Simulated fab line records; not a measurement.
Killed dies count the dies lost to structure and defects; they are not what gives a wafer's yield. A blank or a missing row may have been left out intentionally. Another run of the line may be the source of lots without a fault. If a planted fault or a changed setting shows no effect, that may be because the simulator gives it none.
Code-filled problem report in 8D (eight disciplines) form + flow n5_finfet + the parts of the form that need people (team, actions taken, sign-off) are left out

1. THE ISSUE
bias_w at N5_MIM_BOT_ETCH_ETCH_00 reads a mean of 162.5 W on 5 wafers of 2 lots; wafers without a fault read 126.0 W with a standard deviation of 0.35. So: +99 or more standard deviations from the usual mean.
The step: etches TiN in Cl2/BCl3, target depth 45.5 nm.
Seen first at day 14 12:40 on rie_metal-01, wafer L332.1. At this step, 18 wafers from 6 lots have a number in the record. Rule for "out" (also "out of limits"): further than 4 standard deviations from the usual mean. All remaining wafers that have a number are taken as sound.

2. WHAT IT IS AND WHAT IT IS NOT
| question                    | is                                     | is not                                                                         |
|-----------------------------|----------------------------------------|--------------------------------------------------------------------------------|
| which readings at this step | bias_w                                 | drypump_motor_current_A, oes_product_au, throttle_valve_pct                    |
| which lots                  | L330, L332                             | L321, L328, L339, L340                                                         |
| which wafers of those lots  | L330.4, L330.6, L332.1, L332.4, L332.6 | L330.5                                                                         |
| read on which tools         | rie_metal-01                           | rie_metal-02, rie_metal-03                                                     |
| when                        | from day 14 12:40                      | up to then (6 sound wafers); but 7 sound wafers of L330, L339, L340 came after |

3. SUSPECTS, AND WHAT RULES EACH OUT
Counting: a tool at a process step up to the reading stays a suspect if it ran every lot that is out. Sound lots after the first of them don't rule it out here, since some wafers of a struck lot are sound.
- rie_metal-01 at N5_MIM_BOT_ETCH_ETCH_03 (etches the open film in Cl2/BCl3, target depth 12 nm): kept. Ran every lot that is out, first one L332 (day 14 12:35); last sound lot up to then L328 (day 14 04:46).
- rie_metal-01 at N5_MIM_BOT_ETCH_ETCH_00 (etches TiN in Cl2/BCl3, target depth 45.5 nm): kept. Ran every lot that is out, first one L332 (day 14 12:40); last sound lot up to then L328 (day 14 04:52). Its own readings are out on those wafers: bias_w.
- Within rie_metal-01 at N5_MIM_BOT_ETCH_ETCH_03, the wafers that are out were processed in chamber 0 and their sound lot-mates in chamber 1.
- Within rie_metal-01 at N5_MIM_BOT_ETCH_ETCH_00, the wafers that are out were processed in chamber 0 and their sound lot-mates in chamber 1.
The count leaves rie_metal-01 at N5_MIM_BOT_ETCH_ETCH_00 and rie_metal-01 at N5_MIM_BOT_ETCH_ETCH_03.

4. THE CAUSE (what the simulator had put in)
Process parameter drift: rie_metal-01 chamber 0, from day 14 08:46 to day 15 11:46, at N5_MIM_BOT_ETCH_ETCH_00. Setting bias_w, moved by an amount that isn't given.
Of the 2 suspects that counting leaves, this tool is one.

5. THE EFFECT CHAIN, in route order
Each row: a reading where the mean over the struck wafers with a number is more than 3 standard deviations away from the usual. Readings are gone through only where the record gives a usual standard deviation; hours: the median, over the lots, of the time from a lot's start at the first step in this table giving one to that lot's start at this step; sigmas: the change measured in usual standard deviations.
| hours | step                    | reading | usual   | on struck wafers | change | sigmas      |
|-------|-------------------------|---------|---------|------------------|--------|-------------|
| 0     | N5_MIM_BOT_ETCH_ETCH_00 | bias_w  | 126.0 W | 162.5            | +36.5  | +99 or more |
Its process steps:
- N5_MIM_BOT_ETCH_ETCH_00: etches TiN in Cl2/BCl3, target depth 45.5 nm.

6. HOW IT WOULD HAVE BEEN CAUGHT EARLIER
First out-of-limits reading in this record: day 14 12:40, which is 4 hours after fault onset at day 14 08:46.
